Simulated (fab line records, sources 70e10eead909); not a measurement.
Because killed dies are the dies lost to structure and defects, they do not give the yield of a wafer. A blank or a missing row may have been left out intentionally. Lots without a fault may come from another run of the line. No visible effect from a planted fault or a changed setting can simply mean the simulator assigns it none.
Comparing a struck lot with a sound one ; flow nand_harc ; 14 steps out of a route of 1159
Sound: these wafers, L816.1, L816.4, L816.5. The struck wafers were L824.2, L824.4, L824.5. The cause comes at the end.
Order at every step that has rows: each side's tool, ch and its chambers, its first start. Under that, the readings that differ: sound wafers ; struck wafers ; difference of the means ; sigmas: that difference in standard deviations of wafers without a fault.
alike: readings whose means differ by less than 2 such deviations, and words and numbers that are the same on both sides. not compared: withheld readings, readings that some wafer has no value for, bounds like >300 that may hide the same value, and numbers for which the record gives no deviation and whose values overlap.
Wherever a step has rows on one side only, a row that says differs or no value, or a row with sigmas, the two part there. Non-overlapping numbers with no deviation appear without sigmas and do not part them. A reading that every wafer of one side lacks parts them only if that side has two wafers or more.

first, 1 step without rows for these wafers: NHARC_A_BLC_STRIP_29 (strips in CF4).
NHARC_A_BLC_STRIP_21: strips in O2.
  sound on rie_diel-08 ch 1,2,3, day 17 11:04; struck on rie_diel-01 ch 0,2, day 20 11:35
  alike: drypump_motor_current_A, mfc_ar_sccm, oes_product_au, rf_vpp_V, showerhead_plenum_p_Torr, throttle_valve_pct
  not compared: rf_hours_counter_h
then, 3 steps without rows for these wafers: NHARC_A_BLC_STRIP_22 (strips in post etch residue remover, time 600 s); NHARC_A_BLC_DEGAS_30 (time 60 s); NHARC_A_BLC_PRE_CLEAN_31 (time 15 s).
NHARC_A_BLC_PVD_32: deposits Ti, target thk 5 nm, time 17.7 s.
  sound on pvd_sputter-03; struck on pvd_sputter-02
reading;sound;struck;difference;sigmas
throttle_valve_pct (%);27.4 29.7 27.6;30.4 31.4 31.2;+2.8;+3
NHARC_A_BLC_ALD_23: deposits TiN, target thk 3 nm, pulse time 1 s, ald cycles 150.
  sound on ald_metal-03 ch 0,3, day 17 11:46; struck on ald_metal-04 ch 0,1,2, day 20 12:14
  alike: heater_power_w, precursor_pulse_height_rel
NHARC_A_BLC_CVD_24: deposits W, target thk 150 nm, time 434 s.
  sound on cvd_w-01 ch 0,1; struck on cvd_w-02 ch 0,1
  alike: heater_power_w, mfc_ar_sccm, mfc_h2_sccm, throttle_valve_pct
NHARC_A_BLC_CMP_25: polishes, t overpolish 30 s, target thk 150 nm.
  sound on cmp-02 ch 0,3, day 17 18:16; struck on cmp-03 ch 1,2,3, day 20 17:02
  alike: motor_current_A, overpolish_run_s, slurry_filter_dp_kPa, slurry_flow_ml_min, time_to_endpoint_s
then, 1 step without rows for these wafers: NHARC_A_BLC_SRD_27.
NHARC_A_BLC_INSPECT_28:
  sound: defect_inspect-02 at day 17 18:40; struck: defect_inspect-02 at day 20 17:26
  alike: raw_defect_count
NHARC_A_M0_DEP_00: deposits SiOC, target thk 150 nm.
  sound on pecvd-02 ch 0,1,2, day 17 18:49; struck on pecvd-04 ch 0,1,2, day 20 17:38
  no value came back on the struck wafers for chamber_pressure_Torr (Torr), rf_fwd_power_W (W), showerhead_vpp_V (V); on the sound wafers chamber_pressure_Torr (Torr) reads 5.006 4.984 5.003
then, 1 step without rows for these wafers: NHARC_A_M0_DEHYDRATE_01 (time 120 s).
-- the record jumps here: 4 days lie between the struck wafers' starts before and after (it left off in module A_M0 and takes up again in module END, whose first step shown is number 1159 of the route) --
NHARC_END_SORT_01:
  at this point the record logs the struck wafers (prober-02 ch 0, day 24 08:56) and has no rows for the sound ones

WHERE THEY PART
At NHARC_A_BLC_PVD_32 first; at NHARC_END_SORT_01 last (within this record only).

WHY: what the simulator had put in
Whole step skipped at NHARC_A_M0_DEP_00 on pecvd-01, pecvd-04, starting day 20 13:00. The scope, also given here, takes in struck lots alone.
